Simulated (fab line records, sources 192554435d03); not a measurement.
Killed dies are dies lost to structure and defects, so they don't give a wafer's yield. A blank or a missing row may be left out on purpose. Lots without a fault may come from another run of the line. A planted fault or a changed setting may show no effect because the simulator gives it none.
One fault seen from 2 desks | flow n5_finfet | each desk has only its own numbers; what lay behind them comes last

THE TOOL OWNER'S DESK: wet_bench-06
The tool's own readings at N5_MOL_CONTACT_COAG_PRECLEAN_125 (cleans in DIW, time 57.5 s): means of the sampled wafers that have a number, for each lot that ran on this tool. A lot is out of limits, marked OUT, if its mean lies more than 4 standard deviations from the usual mean; the brackets give that distance.
Columns: A = bath_heat_duty_pct at N5_MOL_CONTACT_COAG_PRECLEAN_125, usual 3.6 %
lot  | first seen here | A
L294 | day 5 13:38     | 4.1
L303 | day 7 17:06     | 3.2
L313 | day 10 05:50    | 3.2
L314 | day 10 13:22    | 3.7
This desk's finding: nothing out of limits on any of the 4 lots.

THE METROLOGY DESK
What the gauges read, lot by lot, whatever tool the lot ran on: means of the sampled wafers that have a number. A lot is out of limits, marked OUT, if its mean lies more than 4 standard deviations from the usual mean; the brackets give that distance.
Columns: A = TV_OVL at N5_PASSIVATION_OVL_MEAS_60, usual 0 nm
lot  | first seen here | A
L292 | day 11 18:15    | 8
L296 | day 12 10:27    | 2
L294 | day 12 11:22    | -12
L293 | day 12 14:07    | 2
L297 | day 12 18:45    | -5
L303 | day 14 17:04    | 0
L308 | day 15 21:29    | -2
L312 | day 17 06:56    | -1
L313 | day 17 10:29    | 6
L315 | day 17 19:50    | 0
L314 | day 17 22:59    | 0
This desk's finding: nothing out of limits on any of the 11 lots.

PUT TOGETHER
The tool owner's desk saw nothing out of limits.
The metrology desk saw nothing out of limits.

WHAT THE SIMULATOR HAD PUT IN
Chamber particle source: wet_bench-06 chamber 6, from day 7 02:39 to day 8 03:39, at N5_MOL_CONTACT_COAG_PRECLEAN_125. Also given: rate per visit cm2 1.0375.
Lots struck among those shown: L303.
